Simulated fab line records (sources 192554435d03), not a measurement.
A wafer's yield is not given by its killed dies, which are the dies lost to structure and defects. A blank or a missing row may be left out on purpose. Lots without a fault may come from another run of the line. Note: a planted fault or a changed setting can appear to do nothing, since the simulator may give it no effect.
Shared-tool check :: flow n5 finfet :: Lots sampled 10, wafers sampled 27

== WHY THIS WAS OPENED ==
On 2 of the 10 lots, a flag is raised at N5_BEOL_M1_INSPECT_59 on the reading raw defect count. No-fault wafers: 71, standard deviation 26.
Rule: a lot gets a flag if all its wafers with a number sit over 4 standard deviations from that mean, or if no wafer of it has a number. All remaining lots are regarded as sound.

lot: L627
measured: day 6 08:17
on: defect inspect-02
raw defect count, wafer by wafer: 67 102
flag: 

lot: L628
measured: day 6 12:16
on: defect inspect-02
raw defect count, wafer by wafer: 54 61 24
flag: 

lot: L629
measured: day 6 16:39
on: defect inspect-01
raw defect count, wafer by wafer: 52 77
flag: 

lot: L637
measured: day 8 15:01
on: defect inspect-01
raw defect count, wafer by wafer: 354 336 357
flag: FLAGGED

lot: L639
measured: day 9 08:57
on: defect inspect-02
raw defect count, wafer by wafer: 378 408 372
flag: FLAGGED

lot: L643
measured: day 9 23:32
on: defect inspect-01
raw defect count, wafer by wafer: 74 73 90
flag: 

lot: L645
measured: day 10 16:20
on: defect inspect-01
raw defect count, wafer by wafer: 79 70 65
flag: 

lot: L648
measured: day 11 13:24
on: defect inspect-02
raw defect count, wafer by wafer: 44 41
flag: 

lot: L649
measured: day 11 21:01
on: defect inspect-02
raw defect count, wafer by wafer: 61 64 49
flag: 

lot: L650
measured: day 12 07:14
on: defect inspect-01
raw defect count, wafer by wafer: 65 61 55
flag: 
On average the flagged lots' numbers are 368, which is +296 against the usual, or +11 standard deviations.

== WHICH TOOL RAN EACH LOT ==
Before the reading, the record contains 3 process steps out of a 1938-step route. Read each cell as the tool, then ch plus the chambers that the sampled wafers visited, then the start.
lot: L627
flag: 
N5_BEOL_M1_STRIP_97: rie diel-03 ch 0,3, day 6 06:25 or earlier
N5_BEOL_M1_ANNEAL_89: pvd sputter-03, day 6 06:25
N5_BEOL_M1_PRE_CLEAN_60: cvd co-01 ch 0,2, day 6 08:02

lot: L628
flag: 
N5_BEOL_M1_STRIP_97: rie diel-03 ch 1,2,3, day 6 10:04 or earlier
N5_BEOL_M1_ANNEAL_89: pvd sputter-01, day 6 10:04
N5_BEOL_M1_PRE_CLEAN_60: cvd co-02 ch 0,2, day 6 11:59

lot: L629
flag: 
N5_BEOL_M1_STRIP_97: rie diel-01 ch 1,3, day 6 14:35 or earlier
N5_BEOL_M1_ANNEAL_89: pvd sputter-03, day 6 14:35
N5_BEOL_M1_PRE_CLEAN_60: cvd co-01 ch 1,2, day 6 16:24

lot: L637
flag: FLAGGED
N5_BEOL_M1_STRIP_97: rie diel-03 ch 0,1,3, day 8 12:55 or earlier
N5_BEOL_M1_ANNEAL_89: pvd sputter-02, day 8 12:55
N5_BEOL_M1_PRE_CLEAN_60: cvd co-02 ch 0,2, day 8 14:46

lot: L639
flag: FLAGGED
N5_BEOL_M1_STRIP_97: rie diel-01 ch 0,2,3, day 9 07:04 or earlier
N5_BEOL_M1_ANNEAL_89: pvd sputter-01, day 9 07:04
N5_BEOL_M1_PRE_CLEAN_60: cvd co-02 ch 0,2, day 9 08:42

lot: L643
flag: 
N5_BEOL_M1_STRIP_97: rie diel-01 ch 0,2,3, day 9 21:37 or earlier
N5_BEOL_M1_ANNEAL_89: pvd sputter-03, day 9 21:37
N5_BEOL_M1_PRE_CLEAN_60: cvd co-01 ch 1,2, day 9 23:16

lot: L645
flag: 
N5_BEOL_M1_STRIP_97: rie diel-03 ch 0,1,2, day 10 14:26 or earlier
N5_BEOL_M1_ANNEAL_89: pvd sputter-03, day 10 14:26
N5_BEOL_M1_PRE_CLEAN_60: cvd co-01 ch 0,1,2, day 10 16:05

lot: L648
flag: 
N5_BEOL_M1_STRIP_97: rie diel-01 ch 1,2, day 11 11:28 or earlier
N5_BEOL_M1_ANNEAL_89: pvd sputter-01, day 11 11:28
N5_BEOL_M1_PRE_CLEAN_60: cvd co-01 ch 0,1, day 11 13:07

lot: L649
flag: 
N5_BEOL_M1_STRIP_97: rie diel-01 ch 1,2,3, day 11 19:07 or earlier
N5_BEOL_M1_ANNEAL_89: pvd sputter-01, day 11 19:07
N5_BEOL_M1_PRE_CLEAN_60: cvd co-02 ch 1,2, day 11 20:46

lot: L650
flag: 
N5_BEOL_M1_STRIP_97: rie diel-03 ch 0,1,2, day 12 05:13 or earlier
N5_BEOL_M1_ANNEAL_89: pvd sputter-01, day 12 05:13
N5_BEOL_M1_PRE_CLEAN_60: cvd co-01 ch 0,1,2, day 12 06:59
What is done by these steps:
- N5_BEOL_M1_STRIP_97: strips in N2/H2, time 10 s.
- N5_BEOL_M1_ANNEAL_89: time 240 s.
- N5_BEOL_M1_PRE_CLEAN_60: time 15 s.
- N5_BEOL_M1_INSPECT_59: inspects for defects (darkfield).

== FLAGGED OVER TOTAL, TOOL BY TOOL (the gauges that took the reading come last) ==
step: N5_BEOL_M1_STRIP_97
tool: rie diel-01
lots run: 5
flagged: 1
share of the flagged lots: some
sound lots run after its first flagged lot: 3 (L643,L648,L649)

step: N5_BEOL_M1_STRIP_97
tool: rie diel-03
lots run: 5
flagged: 1
share of the flagged lots: some
sound lots run after its first flagged lot: 2 (L645,L650)

step: N5_BEOL_M1_ANNEAL_89
tool: pvd sputter-01
lots run: 5
flagged: 1
share of the flagged lots: some
sound lots run after its first flagged lot: 3 (L648,L649,L650)

step: N5_BEOL_M1_ANNEAL_89
tool: pvd sputter-02
lots run: 1
flagged: 1
share of the flagged lots: some
sound lots run after its first flagged lot: 0

step: N5_BEOL_M1_ANNEAL_89
tool: pvd sputter-03
lots run: 4
flagged: 0
share of the flagged lots: none
sound lots run after its first flagged lot: -

step: N5_BEOL_M1_PRE_CLEAN_60
tool: cvd co-01
lots run: 6
flagged: 0
share of the flagged lots: none
sound lots run after its first flagged lot: -

step: N5_BEOL_M1_PRE_CLEAN_60
tool: cvd co-02
lots run: 4
flagged: 2
share of the flagged lots: all
sound lots run after its first flagged lot: 1 (L649)

step: N5_BEOL_M1_INSPECT_59
tool: defect inspect-01
lots run: 5
flagged: 1
share of the flagged lots: some
sound lots run after its first flagged lot: 3 (L643,L645,L650)

step: N5_BEOL_M1_INSPECT_59
tool: defect inspect-02
lots run: 5
flagged: 1
share of the flagged lots: some
sound lots run after its first flagged lot: 2 (L648,L649)
N5_BEOL_M1_STRIP_97 gives no start for some lots, so the hours and the order of its lots are those of N5_BEOL_M1_ANNEAL_89.

== THE TABLE: WHAT IT ALLOWS ==
All flagged lots share 1 row of the table, namely cvd co-02 at N5_BEOL_M1_PRE_CLEAN_60.
- cvd co-02 at N5_BEOL_M1_PRE_CLEAN_60: 2 of its 4 lots flagged. After the first flagged lot (L649), sound lots still ran on it; a lasting fault on the whole tool would not permit that.
None of the table's rows ran every flagged lot and, after the first, no sound lot.

== WHAT HAD BEEN PUT IN BY THE SIMULATOR ==
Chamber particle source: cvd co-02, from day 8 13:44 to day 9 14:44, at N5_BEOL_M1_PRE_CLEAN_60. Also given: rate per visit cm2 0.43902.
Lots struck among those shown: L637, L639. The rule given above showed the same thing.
